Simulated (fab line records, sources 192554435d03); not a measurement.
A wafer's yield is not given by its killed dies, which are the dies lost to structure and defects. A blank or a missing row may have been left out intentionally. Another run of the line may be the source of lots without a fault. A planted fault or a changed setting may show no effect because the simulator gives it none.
fab line records	flow n5Finfet
record lots=24	wafers=72	lastDay=18
route steps=1938 shown BEOL_M5@1135
lots untouched by any fault: they come from a run of this same line in which no faults occurred
startH: start of the lot's first displayed wafer, in hours after the record's first day	waitH: hours since the lot's step before	" same as the row above	L1.1+2: one row covering several wafers at once	- either no value or no given start	* or withheld: withheld	< > ~ a bound
route shown NAME@n: NAME is a module with steps in the file, n the number in the route of the first one	usual: the fault-free wafers' mean and standard deviation	same: alike in all rows	chamber/n: place in a boat	sites: the reading at each site	_std_site: the values' standard deviation	_edge_site: inner sites' mean taken away from outer sites' mean	radiusMm: how far each site lies from the wafer's centre	mask NAME#n: copy n	behind: the most recent tool/chamber to have shaped the wafer	hold: why the lot went on hold/how many hours it stayed there/how the hold came to an end	device: whichever transistor did not switch (one of n, p or np)	end of line: the route-end tests of the same wafers	a step without rows: its recipe alone	killed: dies lost to structure and defects at the first sort, not the wafer's yield	map: a wafer's dies, x killed, . not, _ none there
set.NAME: the setting that was run; set.NAME@STEP: the one run at that earlier step	model.NAME: the simulator's own value behind a step, which no gauge read
route steps across a sampled set of lots; one table per step, one row per wafer
services: when a tool's chamber went out of use (startH, in hours from the record's first day, below 0 if earlier), for how many hours, and the reason
## steps
# step N5_BEOL_M5_STRIP_64
# recipe chemistry=CF4	resist=SiARC	powerW=300	biasPowerW=75	pressureMtorr=50	cf4FlowSccm=150	rfFrequencyHz=6e+07
# usual drypumpMotorCurrentA=5.7/0.39	oesProductAu=0.78/0.081	rfVppV=271.2/1.8	showerheadPlenumPTorr=1.80/0.064	throttleValvePct=13.57/0.26
lot.wafer	tool	chamber	startH	waitH	drypumpMotorCurrentA	oesProductAu	rfHoursCounterH	rfVppV	showerheadPlenumPTorr	throttleValvePct
L074.4	rieDiel-04	2	170.64	0.0	6.1	0.69	221	270.5	1.78	13.87
L074.5	"	3	"	"	5.9	0.92	-	273.3	1.91	13.19
L074.6	"	0	"	"	5.1	0.73	-	271.3	1.72	13.83
L076.2	rieDiel-03	1	184.37	0.0	5.1	0.79	80	269.5	1.75	13.27
L076.4	"	3	"	"	5.7	0.91	10	271.6	1.84	13.25
L076.6	"	1	"	"	5.1	0.80	-	270.5	1.75	13.28
L075.2	rieDiel-03	3	189.88	0.0	5.7	0.91	13	272.0	1.84	13.27
L075.3	"	2	"	"	5.8	0.71	231	268.5	1.69	13.64
L075.4	"	0	"	"	5.8	0.80	92	273.2	1.87	13.55
L077.3	rieDiel-05	1	204.40	0.0	5.8	0.74	186	272.2	1.80	13.85
L077.4	"	0	"	"	6.3	0.69	220	268.1	1.73	13.85
L077.5	"	0	"	"	6.3	0.70	-	268.9	1.73	13.82
L078.3	rieDiel-03	3	211.41	0.0	5.6	0.89	19	271.6	1.83	13.27
L078.4	"	1	"	"	5.2	0.78	90	269.9	1.75	13.28
L078.5	"	3	"	"	5.6	0.89	-	272.2	1.83	13.28
L079.1	rieDiel-04	0	214.97	0.0	5.2	0.72	176	269.0	1.72	13.88
L079.4	"	2	"	"	6.1	0.69	-	271.3	1.78	13.91
L079.6	"	1	"	"	5.2	0.79	-	272.2	1.79	13.70
L080.1	rieDiel-05	0	220.15	0.0	6.3	0.69	225	269.0	1.73	13.82
L080.3	"	1	"	"	5.8	0.73	191	268.7	1.79	13.85
L080.4	"	2	"	"	6.3	0.73	179	271.5	1.79	13.52
L081.2	rieDiel-04	1	235.03	0.0	5.2	0.79	112	270.7	1.79	13.71
L081.4	"	0	"	"	5.1	0.72	181	269.7	1.71	13.87
L081.6	"	1	"	"	5.2	0.78	-	271.2	1.79	13.73
L083.2	rieDiel-04	3	238.37	0.0	5.9	0.88	38	272.9	1.90	13.23
L083.4	"	1	"	"	5.2	0.78	-	272.1	1.79	13.69
L083.5	"	2	"	"	6.1	0.68	-	268.3	1.78	13.94
L084.2	rieDiel-03	2	241.56	0.0	5.8	0.70	247	268.6	1.69	13.67
L084.4	"	3	"	"	5.6	0.88	28	271.3	1.83	13.31
L084.5	"	2	"	"	5.9	0.70	-	269.8	1.69	13.67
L085.2	rieDiel-03	3	248.10	0.0	5.7	0.87	30	271.1	1.83	13.32
L085.4	"	2	"	"	5.8	0.70	248	270.0	1.69	13.68
L085.6	"	3	"	"	5.6	0.87	-	272.6	1.83	13.32
L082.1	rieDiel-04	3	251.11	0.0	5.8	0.87	42	273.4	1.90	13.24
L082.4	"	2	"	"	6.1	0.68	-	270.4	1.77	13.96
L082.6	"	0	"	"	5.1	0.71	-	268.5	1.71	13.89
L086.4	rieDiel-03	3	261.93	0.0	5.6	0.86	-	271.4	1.83	13.31
L086.5	"	0	"	"	5.8	0.78	-	273.8	1.86	13.60
L086.6	"	1	"	"	5.1	0.77	-	269.5	1.74	13.35
L087.4	rieDiel-04	1	266.16	0.0	5.2	0.78	-	270.5	1.79	13.74
L087.5	"	3	"	"	5.9	0.87	-	274.3	1.90	13.24
L087.6	"	0	"	"	5.1	0.70	-	268.2	1.71	13.89
L088.1	rieDiel-04	1	266.37	0.0	5.2	0.78	119	270.6	1.79	13.74
L088.2	"	0	"	"	5.1	0.71	190	268.6	1.71	13.89
L088.6	"	3	"	"	5.9	0.87	-	273.7	1.90	13.26
L090.2	rieDiel-03	1	283.22	0.0	5.2	0.76	112	270.3	1.74	13.36
L090.3	"	3	"	"	5.6	0.86	43	274.2	1.83	13.34
L090.4	"	0	"	"	5.8	0.78	119	274.4	1.86	13.61
L089.1	rieDiel-03	2	283.70	0.0	5.8	0.97	2	273.7	1.89	13.09
L089.3	"	0	"	"	5.8	0.78	120	273.6	1.86	13.61
L089.5	"	0	"	"	5.8	0.78	-	275.0	1.86	13.61
L093.1	rieDiel-03	2	286.31	0.0	5.8	0.96	3	273.4	1.89	13.10
L093.3	"	1	"	"	5.2	0.76	113	269.3	1.74	13.36
L093.5	"	0	"	"	5.9	0.78	-	271.3	1.86	13.61
L091.1	rieDiel-03	0	287.68	0.0	5.8	0.77	121	273.4	1.86	13.61
L091.5	"	3	"	"	5.6	0.85	-	271.7	1.83	13.34
L091.6	"	0	"	"	5.9	0.78	-	273.7	1.86	13.63
L092.1	rieDiel-05	1	291.53	0.0	5.8	0.73	212	269.9	1.79	13.93
L092.3	"	2	"	"	6.3	0.71	201	270.2	1.78	13.57
L092.6	"	3	"	"	6.1	0.69	-	271.4	1.84	13.82
L094.1	rieDiel-05	0	297.53	0.0	6.3	0.68	247	269.1	1.72	13.88
L094.2	"	3	"	"	6.1	0.69	222	272.2	1.84	13.85
L094.5	"	2	"	"	6.3	0.71	-	270.0	1.78	13.55
L096.1	rieDiel-04	1	298.36	0.0	5.2	0.77	128	271.8	1.79	13.74
L096.3	"	2	"	"	6.1	0.99	1	271.4	1.77	13.38
L096.5	"	0	"	"	5.1	0.70	-	269.5	1.71	13.91
L095.3	rieDiel-04	2	315.65	0.0	6.1	0.96	6	269.9	1.77	13.40
L095.5	"	0	"	"	5.1	0.70	-	268.6	1.71	13.92
L095.6	"	1	"	"	5.2	0.77	-	269.9	1.79	13.76
L097.2	rieDiel-04	3	331.16	0.0	5.9	0.85	67	273.2	1.90	13.30
L097.3	"	0	"	"	5.1	0.69	211	269.2	1.71	13.95
L097.4	"	1	"	"	5.2	0.76	139	270.7	1.79	13.77
# step N5_BEOL_M5_ETCH_68
# recipe chemistry=N2/H2	target=SOC	targetDepthA=800	overetchA=160	maskMaterial=SiARC	tempC=40	timeS=120	ionEnergyEv=200	pressureMtorr=30	sourceW=840	biasW=150	n2FlowSccm=200	h2FlowSccm=200
# usual biasW=150.0/0.46	drypumpMotorCurrentA=5.9/0.39	oesProductAu=0.59/0.064	rfVppV=523.9/2.9	showerheadPlenumPTorr=2.54/0.098	throttleValvePct=17.86/0.26
lot.wafer	tool	chamber	startH	waitH	biasW	drypumpMotorCurrentA	oesProductAu	rfHoursCounterH	rfVppV	showerheadPlenumPTorr	throttleValvePct
L074.4	rieDiel-04	1	171.59	0.0	150.0	5.2	0.62	92	524.1	2.56	17.96
L074.5	"	3	"	"	150.1	5.9	0.72	-	530.4	2.69	17.35
L074.6	"	2	"	"	150.7	6.1	0.54	-	524.4	2.51	18.00
L076.2	rieDiel-03	1	185.10	0.0	149.5	5.2	0.61	81	522.0	2.47	17.48
L076.4	"	2	"	"	149.8	5.8	0.55	230	520.1	2.40	17.77
L076.6	"	0	"	"	148.8	5.9	0.62	-	526.6	2.70	17.97
L075.2	rieDiel-05	2	190.65	0.0	150.0	6.3	0.57	170	523.1	2.53	17.73
L075.3	"	3	"	"	149.7	6.1	0.55	189	527.7	2.62	18.02
L075.4	"	0	"	"	149.7	6.4	0.54	216	519.9	2.41	17.96
L077.3	rieDiel-05	3	206.01	0.0	149.6	6.1	0.55	194	524.4	2.62	18.03
L077.4	"	2	"	"	149.6	6.3	0.56	175	523.8	2.53	17.74
L077.5	"	3	"	"	149.9	6.1	0.54	-	527.0	2.62	18.03
L078.3	rieDiel-03	1	212.73	0.0	150.6	5.2	0.61	90	522.9	2.47	17.51
L078.4	"	3	"	"	149.9	5.7	0.69	20	524.9	2.61	17.56
L078.5	"	0	"	"	150.1	5.8	0.61	-	526.7	2.70	17.98
L079.1	rieDiel-04	0	218.30	0.0	150.4	5.1	0.56	177	519.8	2.42	18.08
L079.4	"	3	"	"	150.6	5.9	0.69	33	528.1	2.69	17.38
L079.6	"	2	"	"	149.8	6.1	0.53	-	523.2	2.50	18.02
L080.1	rieDiel-05	2	221.66	0.0	150.2	6.3	0.56	180	525.1	2.53	17.75
L080.3	"	3	"	"	150.1	6.1	0.55	199	526.0	2.62	18.07
L080.4	"	1	"	"	149.8	5.8	0.57	192	523.6	2.54	18.11
L081.2	rieDiel-05	3	236.84	0.0	149.6	6.1	0.54	204	527.2	2.62	18.04
L081.4	"	1	"	"	150.6	5.8	0.56	195	523.2	2.54	18.13
L081.6	"	0	"	"	150.5	6.3	0.53	-	519.7	2.41	17.97
L083.2	rieDiel-03	3	239.17	0.0	150.6	5.6	0.67	28	524.8	2.60	17.55
L083.4	"	0	"	"	150.1	5.8	0.61	107	527.6	2.70	17.99
L083.5	"	3	"	"	149.6	5.6	0.68	-	526.4	2.60	17.59
L084.2	rieDiel-05	3	243.48	0.0	150.0	6.1	0.54	206	525.7	2.61	18.04
L084.4	"	2	"	"	149.3	6.3	0.56	186	522.9	2.53	17.76
L084.5	"	2	"	"	149.5	6.3	0.56	-	523.8	2.53	17.75
L085.2	rieDiel-05	2	249.27	0.0	150.6	6.3	0.56	188	523.8	2.53	17.77
L085.4	"	3	"	"	149.4	6.1	0.54	207	525.1	2.61	18.05
L085.6	"	0	"	"	149.7	6.3	0.53	-	520.6	2.41	17.99
L082.1	rieDiel-04	2	251.86	0.0	150.4	6.1	0.53	249	522.7	2.49	18.03
L082.4	"	0	"	"	149.2	5.2	0.55	-	520.5	2.42	18.10
L082.6	"	2	"	"	149.7	6.1	0.53	-	522.3	2.49	18.05
L086.4	rieDiel-05	0	265.10	0.0	150.2	6.3	0.53	238	519.3	2.40	17.98
L086.5	"	3	"	"	150.3	6.1	0.54	-	526.9	2.61	18.05
L086.6	"	0	"	"	151.2	6.3	0.53	-	518.5	2.41	17.98
L087.4	rieDiel-04	1	266.95	0.0	149.7	5.2	0.60	-	524.8	2.54	18.01
L087.5	"	3	"	"	150.8	5.9	0.67	-	528.3	2.68	17.41
L087.6	"	0	"	"	150.5	5.1	0.55	-	520.6	2.42	18.10
L088.1	rieDiel-04	3	274.51	0.0	149.4	5.9	0.67	51	527.2	2.68	17.41
L088.2	"	0	"	"	149.4	5.2	0.55	193	522.8	2.42	18.09
L088.6	"	1	"	"	149.8	5.2	0.60	-	524.8	2.54	18.02
L089.1	rieDiel-04	3	285.00	0.0	150.3	5.9	0.66	54	529.3	2.68	17.41
L089.3	"	3	"	"	150.1	5.9	0.65	-	529.1	2.68	17.41
L089.5	"	3	"	"	149.8	5.9	0.66	-	526.3	2.68	17.42
L090.2	rieDiel-03	0	285.20	0.0	150.1	5.8	0.60	120	528.0	2.69	18.01
L090.3	"	2	"	"	148.7	5.9	0.75	2	528.2	2.71	17.36
L090.4	"	1	"	"	149.4	5.1	0.59	113	521.0	2.46	17.51
L091.1	rieDiel-05	3	290.44	0.0	150.5	6.1	0.53	220	526.6	2.61	18.08
L091.5	"	3	"	"	149.5	6.1	0.54	-	525.0	2.61	18.06
L091.6	"	0	"	"	150.6	6.4	0.52	-	519.2	2.40	18.01
L093.1	rieDiel-03	2	291.06	0.0	150.1	5.8	0.75	5	529.0	2.71	17.34
L093.3	"	1	"	"	150.0	5.2	0.58	115	521.6	2.46	17.54
L093.5	"	2	"	"	149.7	5.8	0.75	-	528.0	2.71	17.36
L092.1	rieDiel-05	2	296.22	0.0	150.0	6.3	0.55	202	522.1	2.52	17.78
L092.3	"	1	"	"	150.4	5.8	0.55	213	523.7	2.53	18.15
L092.6	"	1	"	"	150.0	5.8	0.56	-	523.5	2.53	18.15
L096.1	rieDiel-05	3	300.27	0.0	150.2	6.1	0.54	223	525.7	2.61	18.09
L096.3	"	2	"	"	149.8	6.4	0.56	203	524.2	2.52	17.79
L096.5	"	1	"	"	149.9	5.9	0.56	-	522.6	2.53	18.16
L094.1	rieDiel-04	1	300.65	0.0	150.8	5.2	0.59	129	524.6	2.54	18.02
L094.2	"	2	"	"	149.6	6.1	0.75	2	523.3	2.49	17.59
L094.5	"	2	"	"	150.4	6.1	0.76	-	523.0	2.49	17.58
L095.3	rieDiel-04	0	318.21	0.0	150.7	5.2	0.54	206	519.0	2.41	18.14
L095.5	"	2	"	"	150.7	6.1	0.75	-	522.1	2.49	17.59
L095.6	"	1	"	"	149.8	5.2	0.59	-	524.7	2.54	18.04
L097.2	rieDiel-05	1	332.43	0.0	150.1	5.8	0.55	225	521.1	2.52	18.17
L097.3	"	3	"	"	149.2	6.1	0.53	233	525.8	2.60	18.10
L097.4	"	0	"	"	150.5	6.3	0.76	4	529.2	2.72	17.55
# step N5_BEOL_M5_CD_MEAS_35
# recipe targetCdNm=28	targetCdYNm=24	polarity=opening
# usual cdNm=28.1/0.33
lot.wafer	tool	chamber	startH	waitH	cdNm
L074.4	cdSem-03	-	172.08	0.0	28.1
L074.5	"	-	"	"	27.9
L074.6	"	-	"	"	28.6
L076.2	cdSem-03	-	185.71	0.0	27.6
L076.4	"	-	"	"	28.2
L076.6	"	-	"	"	28.1
L075.2	cdSem-01	-	191.14	0.0	28.3
L075.3	"	-	"	"	27.8
L075.4	"	-	"	"	28.0
L077.3	cdSem-01	-	206.51	0.0	28.2
L077.4	"	-	"	"	28.1
L077.5	"	-	"	"	28.4
L078.3	cdSem-02	-	213.22	0.0	28.3
L078.4	"	-	"	"	27.8
L078.5	"	-	"	"	27.8
L079.1	cdSem-02	-	218.80	0.0	28.3
L079.4	"	-	"	"	28.8
L079.6	"	-	"	"	28.2
L080.1	cdSem-02	-	222.15	0.0	27.9
L080.3	"	-	"	"	27.8
L080.4	"	-	"	"	27.6
L081.2	cdSem-01	-	237.34	0.0	27.7
L081.4	"	-	"	"	28.2
L081.6	"	-	"	"	28.2
L083.2	cdSem-02	-	239.68	0.0	27.7
L083.4	"	-	"	"	28.3
L083.5	"	-	"	"	28.0
L084.2	cdSem-01	-	243.98	0.0	28.2
L084.4	"	-	"	"	28.2
L084.5	"	-	"	"	27.8
L085.2	cdSem-01	-	249.76	0.0	28.4
L085.4	"	-	"	"	28.1
L085.6	"	-	"	"	28.0
L082.1	cdSem-01	-	252.35	0.0	28.1
L082.4	"	-	"	"	28.5
L082.6	"	-	"	"	27.5
L086.4	cdSem-02	-	265.60	0.0	28.4
L086.5	"	-	"	"	28.5
L086.6	"	-	"	"	28.2
L087.4	cdSem-03	-	267.43	0.0	28.5
L087.5	"	-	"	"	28.3
L087.6	"	-	"	"	28.7
L088.1	cdSem-02	-	275.00	0.0	28.1
L088.2	"	-	"	"	28.2
L088.6	"	-	"	"	27.9
L089.1	cdSem-02	-	285.64	0.0	28.4
L089.3	"	-	"	"	28.0
L089.5	"	-	"	"	28.0
L090.2	cdSem-01	-	285.69	0.0	27.9
L090.3	"	-	"	"	28.1
L090.4	"	-	"	"	28.4
L091.1	cdSem-03	-	290.94	0.0	28.6
L091.5	"	-	"	"	28.0
L091.6	"	-	"	"	28.2
L093.1	cdSem-02	-	291.56	0.0	28.1
L093.3	"	-	"	"	28.4
L093.5	"	-	"	"	28.1
L092.1	cdSem-03	-	296.71	0.0	27.4
L092.3	"	-	"	"	27.6
L092.6	"	-	"	"	28.3
L096.1	cdSem-03	-	300.76	0.0	28.9
L096.3	"	-	"	"	28.1
L096.5	"	-	"	"	28.8
L094.1	cdSem-01	-	301.26	0.0	27.8
L094.2	"	-	"	"	28.2
L094.5	"	-	"	"	27.4
L095.3	cdSem-03	-	318.80	0.0	27.4
L095.5	"	-	"	"	28.3
L095.6	"	-	"	"	27.9
L097.2	cdSem-03	-	332.92	0.0	28.4
L097.3	"	-	"	"	28.6
L097.4	"	-	"	"	27.7
# step N5_BEOL_M5_DEGAS_44
# recipe ambient=vacuum	tempC=250	timeS=60
# usual heaterPowerW=325/31
lot.wafer	tool	chamber	startH	waitH	heaterPowerW
L074.4	pvdSputter-02	-	172.76	0.4	301
L074.5	"	-	"	"	354
L074.6	"	-	"	"	340
L076.2	pvdSputter-03	-	186.43	0.5	261
L076.4	"	-	"	"	311
L076.6	"	-	"	"	373
L075.2	pvdSputter-02	-	191.92	0.6	319
L075.3	"	-	"	"	296
L075.4	"	-	"	"	339
L077.3	pvdSputter-03	-	206.88	0.2	372
L077.4	"	-	"	"	262
L077.5	"	-	"	"	366
L078.3	pvdSputter-03	-	213.88	0.5	267
L078.4	"	-	"	"	336
L078.5	"	-	"	"	330
L079.1	pvdSputter-03	-	219.28	0.4	367
L079.4	"	-	"	"	296
L079.6	"	-	"	"	360
L080.1	pvdSputter-02	-	222.71	0.5	303
L080.3	"	-	"	"	315
L080.4	"	-	"	"	330
L081.2	pvdSputter-01	-	237.76	0.3	302
L081.4	"	-	"	"	325
L081.6	"	-	"	"	318
L083.2	pvdSputter-01	-	240.52	0.7	390
L083.4	"	-	"	"	298
L083.5	"	-	"	"	310
L084.2	pvdSputter-03	-	244.99	0.8	269
L084.4	"	-	"	"	306
L084.5	"	-	"	"	340
L085.2	pvdSputter-02	-	250.19	0.3	352
L085.4	"	-	"	"	333
L085.6	"	-	"	"	319
L082.1	pvdSputter-02	-	252.73	0.3	295
L082.4	"	-	"	"	334
L082.6	"	-	"	"	351
L086.4	pvdSputter-02	-	266.33	0.3	304
L086.5	"	-	"	"	337
L086.6	"	-	"	"	352
L087.4	pvdSputter-01	-	269.17	1.2	308
L087.5	"	-	"	"	303
L087.6	"	-	"	"	395
L088.1	pvdSputter-01	-	275.88	0.8	388
L088.2	"	-	"	"	306
L088.6	"	-	"	"	322
L089.1	pvdSputter-01	-	286.67	0.6	312
L089.3	"	-	"	"	390
L089.5	"	-	"	"	316
L090.2	pvdSputter-01	-	286.75	0.6	376
L090.3	"	-	"	"	308
L090.4	"	-	"	"	306
L091.1	pvdSputter-03	-	291.78	0.6	307
L091.5	"	-	"	"	370
L091.6	"	-	"	"	262
L093.1	pvdSputter-02	-	291.93	0.3	350
L093.3	"	-	"	"	298
L093.5	"	-	"	"	320
L092.1	pvdSputter-01	-	297.26	0.5	309
L092.3	"	-	"	"	389
L092.6	"	-	"	"	315
L096.1	pvdSputter-02	-	301.24	0.4	346
L096.3	"	-	"	"	307
L096.5	"	-	"	"	315
L094.1	pvdSputter-03	-	302.34	1.0	367
L094.2	"	-	"	"	306
L094.5	"	-	"	"	296
L095.3	pvdSputter-01	-	319.24	0.3	383
L095.5	"	-	"	"	395
L095.6	"	-	"	"	317
L097.2	pvdSputter-02	-	333.42	0.4	323
L097.3	"	-	"	"	330
L097.4	"	-	"	"	335
# step N5_BEOL_M5_SPUTTER_83
# recipe material=Cu	targetThkA=150	tempC=-20	chamberPressurePa=0.07	powerW=withheld	timeS=27.62
# usual throttleValvePct=29.5/0.92
lot.wafer	tool	chamber	startH	waitH	throttleValvePct
L074.4	pvdSputter-02	-	175.71	0.5	30.0
L074.5	"	-	"	"	29.6
L074.6	"	-	"	"	28.6
L076.2	pvdSputter-03	-	189.22	0.5	28.9
L076.4	"	-	"	"	29.4
L076.6	"	-	"	"	29.1
L075.2	pvdSputter-03	-	194.65	0.5	29.3
L075.3	"	-	"	"	29.2
L075.4	"	-	"	"	29.5
L077.3	pvdSputter-01	-	210.17	0.5	28.1
L077.4	"	-	"	"	31.5
L077.5	"	-	"	"	29.9
L078.3	pvdSputter-02	-	216.73	0.5	29.0
L078.4	"	-	"	"	28.4
L078.5	"	-	"	"	28.9
L079.1	pvdSputter-01	-	222.36	0.5	30.1
L079.4	"	-	"	"	28.1
L079.6	"	-	"	"	31.4
L080.1	pvdSputter-02	-	225.47	0.5	29.0
L080.3	"	-	"	"	28.7
L080.4	"	-	"	"	29.7
L081.2	pvdSputter-02	-	241.37	0.5	28.9
L081.4	"	-	"	"	28.8
L081.6	"	-	"	"	29.8
L083.2	pvdSputter-01	-	243.61	0.5	30.7
L083.4	"	-	"	"	30.0
L083.5	"	-	"	"	30.6
L084.2	pvdSputter-01	-	248.24	0.5	27.8
L084.4	"	-	"	"	29.9
L084.5	"	-	"	"	30.9
L085.2	pvdSputter-01	-	253.17	0.5	28.1
L085.4	"	-	"	"	31.7
L085.6	"	-	"	"	29.8
L082.1	pvdSputter-02	-	255.66	0.5	29.2
L082.4	"	-	"	"	29.0
L082.6	"	-	"	"	28.8
L086.4	pvdSputter-02	-	270.54	2.0	29.9
L086.5	"	-	"	"	28.8
L086.6	"	-	"	"	29.2
L087.4	pvdSputter-01	-	272.10	0.5	31.6
L087.5	"	-	"	"	29.7
L087.6	"	-	"	"	28.3
L088.1	pvdSputter-01	-	278.89	0.5	30.7
L088.2	"	-	"	"	29.9
L088.6	"	-	"	"	31.8
L089.1	pvdSputter-03	-	289.53	0.5	28.7
L089.3	"	-	"	"	29.6
L089.5	"	-	"	"	29.3
L090.2	pvdSputter-02	-	289.63	0.5	28.6
L090.3	"	-	"	"	29.1
L090.4	"	-	"	"	29.6
L091.1	pvdSputter-03	-	294.55	0.5	29.0
L091.5	"	-	"	"	29.5
L091.6	"	-	"	"	28.6
L093.1	pvdSputter-02	-	294.65	0.5	28.7
L093.3	"	-	"	"	29.2
L093.5	"	-	"	"	28.7
L092.1	pvdSputter-01	-	300.03	0.5	29.7
L092.3	"	-	"	"	30.6
L092.6	"	-	"	"	28.1
L096.1	pvdSputter-02	-	304.18	0.5	29.9
L096.3	"	-	"	"	28.8
L096.5	"	-	"	"	29.9
L094.1	pvdSputter-03	-	305.27	0.5	29.1
L094.2	"	-	"	"	29.5
L094.5	"	-	"	"	28.5
L095.3	pvdSputter-03	-	322.44	0.5	28.6
L095.5	"	-	"	"	28.8
L095.6	"	-	"	"	29.4
L097.2	pvdSputter-02	-	336.44	0.5	28.8
L097.3	"	-	"	"	28.9
L097.4	"	-	"	"	29.7
# step N5_BEOL_M5_INSPECT_58
# recipe inspectInstrument=darkfield	mode=postDep
# usual rawDefectCount=76/21
lot.wafer	tool	chamber	startH	waitH	rawDefectCount
L074.4	defectInspect-01	-	179.16	0.0	70
L074.5	"	-	"	"	71
L074.6	"	-	"	"	47
L076.2	defectInspect-01	-	192.71	0.0	112
L076.4	"	-	"	"	45
L076.6	"	-	"	"	84
L075.2	defectInspect-02	-	197.90	0.0	68
L075.3	"	-	"	"	73
L075.4	"	-	"	"	105
L077.3	defectInspect-01	-	213.62	0.0	65
L077.4	"	-	"	"	59
L077.5	"	-	"	"	49
L078.3	defectInspect-02	-	220.19	0.0	82
L078.4	"	-	"	"	48
L078.5	"	-	"	"	74
L079.1	defectInspect-02	-	225.81	0.0	82
L079.4	"	-	"	"	52
L079.6	"	-	"	"	70
L080.1	defectInspect-02	-	228.72	0.0	69
L080.3	"	-	"	"	97
L080.4	"	-	"	"	106
L081.2	defectInspect-02	-	244.90	0.0	86
L081.4	"	-	"	"	78
L081.6	"	-	"	"	108
L083.2	defectInspect-02	-	247.26	0.0	79
L083.4	"	-	"	"	101
L083.5	"	-	"	"	75
L084.2	defectInspect-02	-	251.66	0.0	55
L084.4	"	-	"	"	71
L084.5	"	-	"	"	68
L085.2	defectInspect-02	-	256.42	0.0	94
L085.4	"	-	"	"	78
L085.6	"	-	"	"	76
L082.1	defectInspect-02	-	258.95	0.0	86
L082.4	"	-	"	"	61
L082.6	"	-	"	"	41
L086.4	defectInspect-01	-	273.80	0.0	46
L086.5	"	-	"	"	50
L086.6	"	-	"	"	35
L087.4	defectInspect-02	-	275.41	0.0	121
L087.5	"	-	"	"	100
L087.6	"	-	"	"	97
L088.1	defectInspect-01	-	283.36	0.0	66
L088.2	"	-	"	"	72
L088.6	"	-	"	"	90
L089.1	defectInspect-01	-	292.81	0.0	109
L089.3	"	-	"	"	90
L089.5	"	-	"	"	92
L090.2	defectInspect-02	-	293.25	0.0	102
L090.3	"	-	"	"	115
L090.4	"	-	"	"	90
L091.1	defectInspect-02	-	297.81	0.0	57
L091.5	"	-	"	"	65
L091.6	"	-	"	"	50
L093.1	defectInspect-01	-	297.95	0.0	64
L093.3	"	-	"	"	58
L093.5	"	-	"	"	47
L092.1	defectInspect-02	-	306.95	0.0	38
L092.3	"	-	"	"	56
L092.6	"	-	"	"	75
L096.1	defectInspect-02	-	307.49	0.0	51
L096.3	"	-	"	"	68
L096.5	"	-	"	"	38
L094.1	defectInspect-01	-	308.59	0.0	67
L094.2	"	-	"	"	72
L094.5	"	-	"	"	78
L095.3	defectInspect-02	-	325.91	0.0	71
L095.5	"	-	"	"	57
L095.6	"	-	"	"	73
L097.2	defectInspect-01	-	339.75	0.0	61
L097.3	"	-	"	"	65
L097.4	"	-	"	"	47
## services
tool	chamber	startH	hours	kind
rieDiel-04	2	157.27	4.0	repair
pvdSputter-03	-	160.97	3.8	repair
rieDiel-03	-	163.67	4.3	pm
rieDiel-04	3	192.54	5.8	repair
pvdSputter-01	-	196.31	1.0	repair
rieDiel-03	0	213.96	5.6	repair
rieDiel-05	-	227.00	2.8	pm
rieDiel-04	0	237.79	3.5	repair
rieDiel-04	1	248.31	9.3	repair
rieDiel-03	2	249.73	7.8	repair
rieDiel-04	2	257.85	-	clean
rieDiel-04	2	257.85	-	consumableReplace:focusRing
rieDiel-04	2	257.85	35.0	scheduledDown
rieDiel-04	2	257.85	35.0	ventCycle
rieDiel-03	2	260.64	-	clean
rieDiel-03	2	260.64	-	consumableReplace:focusRing
rieDiel-03	2	260.64	-	consumableReplace:showerhead
rieDiel-03	2	260.64	16.2	scheduledDown
rieDiel-03	2	260.64	16.2	ventCycle
rieDiel-04	1	284.76	2.5	repair
pvdSputter-01	-	302.73	1.0	repair
rieDiel-05	0	307.78	-	clean
pvdSputter-02	-	321.35	3.9	repair
rieDiel-04	3	324.90	6.0	repair
## key
fault none
